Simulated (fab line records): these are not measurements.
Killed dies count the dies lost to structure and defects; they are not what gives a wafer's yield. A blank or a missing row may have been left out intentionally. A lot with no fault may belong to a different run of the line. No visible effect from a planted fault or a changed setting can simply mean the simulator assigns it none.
Matching of chambers + flow nand harc + NHARC_P_M2_PRE_CLEAN_32 on pecvd-03: 3 sister chambers
The step time 12 s. 3 wafers are shown with their chamber, then 12 later ones without.

WAFERS, EACH WITH ITS CHAMBER
| wafer  | chamber | heater power w (W) |
|--------|---------|--------------------|
| L089.4 | 1       | 520                |
| L089.5 | 2       | 688                |
| L089.6 | 0       | 599                |

WAFERS WHOSE CHAMBER IS MISSING
| wafer  | heater power w (W) |
|--------|--------------------|
| L092.1 | 701                |
| L092.2 | 506                |
| L092.4 | 703                |
| L092.3 | 583                |
| L092.5 | 585                |
| L092.6 | 502                |
| L094.1 | 545                |
| L094.4 | 624                |
| L094.5 | 715                |
| L097.1 | 537                |
| L097.5 | 624                |
| L097.6 | 633                |

WHICH CHAMBER EACH ONE RAN IN
| wafer  | from the rows above     | in truth |
|--------|-------------------------|----------|
| L092.1 | 2                       | 2        |
| L092.2 | 1                       | 1        |
| L092.4 | 2                       | 2        |
| L092.3 | 0                       | 0        |
| L092.5 | 0                       | 0        |
| L092.6 | 1                       | 1        |
| L094.1 | can't be placed: 1 or 0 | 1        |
| L094.4 | can't be placed: 0 or 2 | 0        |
| L094.5 | 2                       | 2        |
| L097.1 | 1                       | 1        |
| L097.5 | can't be placed: 0 or 2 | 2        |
| L097.6 | can't be placed: 0 or 2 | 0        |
Correctly placed: 8 of 12. Not placeable from these rows: 4 (in 4, the candidates include the true chamber). 0 placed wrongly.
How it was worked out, from the rows above alone: a wafer's distance from a chamber is the root of the sum, over the readings, of the square of ((its reading less the chamber's mean) divided by the reading's scatter). If the next closest chamber is less than 2 further off than the closest, the wafer can't be placed; otherwise it belongs to the closest. A chamber's mean is the mean of its shown wafers. The scatter: root of mean squared gap, hidden wafer to nearest shown wafer, with one shown wafer a chamber.
